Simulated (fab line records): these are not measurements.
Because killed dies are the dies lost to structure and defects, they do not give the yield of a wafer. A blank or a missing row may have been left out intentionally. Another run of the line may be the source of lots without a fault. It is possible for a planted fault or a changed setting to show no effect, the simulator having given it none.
Which tool was responsible?	flow nand harc	Sampling: 6 lots, 18 wafers, 5 of 1159 route steps

== WHAT THE GAUGES READ, wafer by wafer ==
NHARC_END_SORT_01.
lot	measured	on	killed at array
L703	day 22 11:40	prober-01	676 676 677

== WHAT TOOL EACH LOT RAN ON (gives the tool, then ch and the chambers of the sampled wafers, and finally the start) ==
lot	NHARC_A_CONTACT_ETCH_113	NHARC_A_CONTACT_ETCH_115	NHARC_A_CONTACT_ETCH_121	NHARC_A_CONTACT_ETCH_123
L690	har cap etch-01 ch 0,1, day 16 10:50	har cap etch-01 ch 0,1, day 16 11:01	har cap etch-01 ch 0,1, day 16 11:34	har cap etch-01 ch 0,1, day 16 11:45
L692	har cap etch-03 ch 0,1, day 16 15:34	har cap etch-03 ch 0,1, day 16 15:45	har cap etch-03 ch 0,1, day 16 16:18	har cap etch-03 ch 0,1, day 16 16:31
L695	har cap etch-02 ch 0,1, day 17 20:15	har cap etch-02 ch 0,1, day 17 20:26	har cap etch-02 ch 0,1, day 17 20:59	har cap etch-02 ch 0,1, day 17 21:10
L703	har cap etch-01 ch 0,1, day 19 12:10	har cap etch-01 ch 0,1, day 19 12:22	har cap etch-01 ch 0,1, day 19 12:54	har cap etch-01 ch 0,1, day 19 13:10
L710	har cap etch-01 ch 0,1, day 21 13:20	har cap etch-01 ch 0,1, day 21 13:31	har cap etch-01 ch 0,1, day 21 14:03	har cap etch-01 ch 0,1, day 21 14:17
L711	har cap etch-03 ch 0,1, day 22 01:21	har cap etch-03 ch 0,1, day 22 01:32	har cap etch-03 ch 0,1, day 22 02:05	har cap etch-03 ch 0,1, day 22 02:16
- NHARC_A_CONTACT_ETCH_113: etches the open film in C4F8/O2/Ar, time 94 s, target depth 922 nm.
- NHARC_A_CONTACT_ETCH_115: etches the open film in C4F8/O2/Ar, time 94 s, target depth 922 nm.
- NHARC_A_CONTACT_ETCH_121: etches the open film in C4F8/O2/Ar, time 94 s, target depth 922 nm.
- NHARC_A_CONTACT_ETCH_123: etches the open film in C4F8/O2/Ar, time 253 s, target depth 1090 nm.

== THE ANSWER, worked out from the rows above alone ==
Rule: usual is defined by the lots themselves. The widest of any qualifying gaps counts: lots, ordered by their means at a reading, are off when they make up no more than a third of the lots, leave a main group of 4 or more, and stand apart from it by 3 or more times the standard deviation of that group's means. A main group is skipped when, at the precision printed for the reading in the tables above, its means are all equal. Also off: a lot with no number at a reading for which 4 or more lots have one. Where the step has rows for the other lots, those lots are counted as sound.
None of the lots is off at any reading shown; this tells nothing.

== WHAT WAS PUT IN BY THE SIMULATOR ==
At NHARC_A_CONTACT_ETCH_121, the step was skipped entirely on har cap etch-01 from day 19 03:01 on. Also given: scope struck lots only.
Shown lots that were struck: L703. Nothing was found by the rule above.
